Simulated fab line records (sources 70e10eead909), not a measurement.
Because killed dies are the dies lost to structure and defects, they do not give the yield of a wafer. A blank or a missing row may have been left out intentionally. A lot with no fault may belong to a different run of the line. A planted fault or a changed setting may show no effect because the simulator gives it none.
Chamber matching :: flow nand-harc :: 4 sister chambers for NHARC_P_M1_STRIP_18 on rie-diel-06
The step strips in N2/H2. 14 wafers are shown with their chamber, then 7 later ones without.

WAFERS WITH THEIR CHAMBER
wafer: L077.2
chamber: 0
drypump-motor-current-A (A): 6.0
showerhead-plenum-p-Torr (Torr): 2.20
rf-vpp-V (V): 91.9

wafer: L077.4
chamber: 1
drypump-motor-current-A (A): 4.9
showerhead-plenum-p-Torr (Torr): 1.94
rf-vpp-V (V): 90.3

wafer: L077.6
chamber: 1
drypump-motor-current-A (A): 4.9
showerhead-plenum-p-Torr (Torr): 1.95
rf-vpp-V (V): 90.1

wafer: L078.2
chamber: 3
drypump-motor-current-A (A): 5.8
showerhead-plenum-p-Torr (Torr): 2.21
rf-vpp-V (V): 90.5

wafer: L078.3
chamber: 1
drypump-motor-current-A (A): 4.9
showerhead-plenum-p-Torr (Torr): 1.94
rf-vpp-V (V): 89.9

wafer: L078.6
chamber: 1
drypump-motor-current-A (A): 4.9
showerhead-plenum-p-Torr (Torr): 1.94
rf-vpp-V (V): 89.9

wafer: L082.1
chamber: 1
drypump-motor-current-A (A): 4.9
showerhead-plenum-p-Torr (Torr): 1.94
rf-vpp-V (V): 90.0

wafer: L082.3
chamber: 2
drypump-motor-current-A (A): 5.7
showerhead-plenum-p-Torr (Torr): 2.07
rf-vpp-V (V): 90.8

wafer: L082.5
chamber: 2
drypump-motor-current-A (A): 5.7
showerhead-plenum-p-Torr (Torr): 2.07
rf-vpp-V (V): 91.1

wafer: L090.2
chamber: 0
drypump-motor-current-A (A): 5.9
showerhead-plenum-p-Torr (Torr): 2.19
rf-vpp-V (V): 91.4

wafer: L090.3
chamber: 1
drypump-motor-current-A (A): 4.9
showerhead-plenum-p-Torr (Torr): 1.94
rf-vpp-V (V): 89.5

wafer: L090.6
chamber: 2
drypump-motor-current-A (A): 5.7
showerhead-plenum-p-Torr (Torr): 2.07
rf-vpp-V (V): 91.4

wafer: L091.2
chamber: 3
drypump-motor-current-A (A): 5.8
showerhead-plenum-p-Torr (Torr): 2.20
rf-vpp-V (V): 91.9

wafer: L091.3
chamber: 0
drypump-motor-current-A (A): 6.0
showerhead-plenum-p-Torr (Torr): 2.19
rf-vpp-V (V): 91.4

SIGNATURES (means of the wafers above)
reading: drypump-motor-current-A
chamber 0: 5.967
chamber 1: 4.900
chamber 2: 5.700
chamber 3: 5.800
scatter within a chamber: 0.0258

reading: showerhead-plenum-p-Torr
chamber 0: 2.1933
chamber 1: 1.9417
chamber 2: 2.0700
chamber 3: 2.2050
scatter within a chamber: 0.00447

reading: rf-vpp-V
chamber 0: 91.567
chamber 1: 89.950
chamber 2: 91.100
chamber 3: 91.200
scatter within a chamber: 0.41
Rule: a wafer's distance from a chamber is the root of the sum, over the readings, of the square of ((its reading less the chamber's mean) divided by the reading's scatter). If the next closest chamber is less than 2 further off than the closest, the wafer can't be placed; otherwise it belongs to the closest. The scatter: the root of (the sum of the squares of (reading less its chamber's mean) over the shown wafers, divided by (wafers less chambers)).

WAFERS WITHOUT THEIR CHAMBER
wafer: L091.6
drypump-motor-current-A (A): 5.8
showerhead-plenum-p-Torr (Torr): 2.20
rf-vpp-V (V): 91.6

wafer: L094.1
drypump-motor-current-A (A): 5.7
showerhead-plenum-p-Torr (Torr): 2.07
rf-vpp-V (V): 91.5

wafer: L094.3
drypump-motor-current-A (A): 5.8
showerhead-plenum-p-Torr (Torr): 2.20
rf-vpp-V (V): 91.4

wafer: L094.6
drypump-motor-current-A (A): 5.8
showerhead-plenum-p-Torr (Torr): 2.20
rf-vpp-V (V): 90.9

wafer: L097.2
drypump-motor-current-A (A): 5.7
showerhead-plenum-p-Torr (Torr): 2.07
rf-vpp-V (V): 90.8

wafer: L097.4
drypump-motor-current-A (A): 5.8
showerhead-plenum-p-Torr (Torr): 2.20
rf-vpp-V (V): 92.5

wafer: L097.5
drypump-motor-current-A (A): 6.0
showerhead-plenum-p-Torr (Torr): 2.19
rf-vpp-V (V): 92.1

WHICH CHAMBER EACH ONE RAN IN
wafer: L091.6
from the rows above: 3
in truth: 3

wafer: L094.1
from the rows above: 2
in truth: 2

wafer: L094.3
from the rows above: 3
in truth: 3

wafer: L094.6
from the rows above: 3
in truth: 3

wafer: L097.2
from the rows above: 2
in truth: 2

wafer: L097.4
from the rows above: 3
in truth: 3

wafer: L097.5
from the rows above: 0
in truth: 0
Correctly placed: 7 of 7. Not placeable from these rows: 0. Wrongly placed: 0.
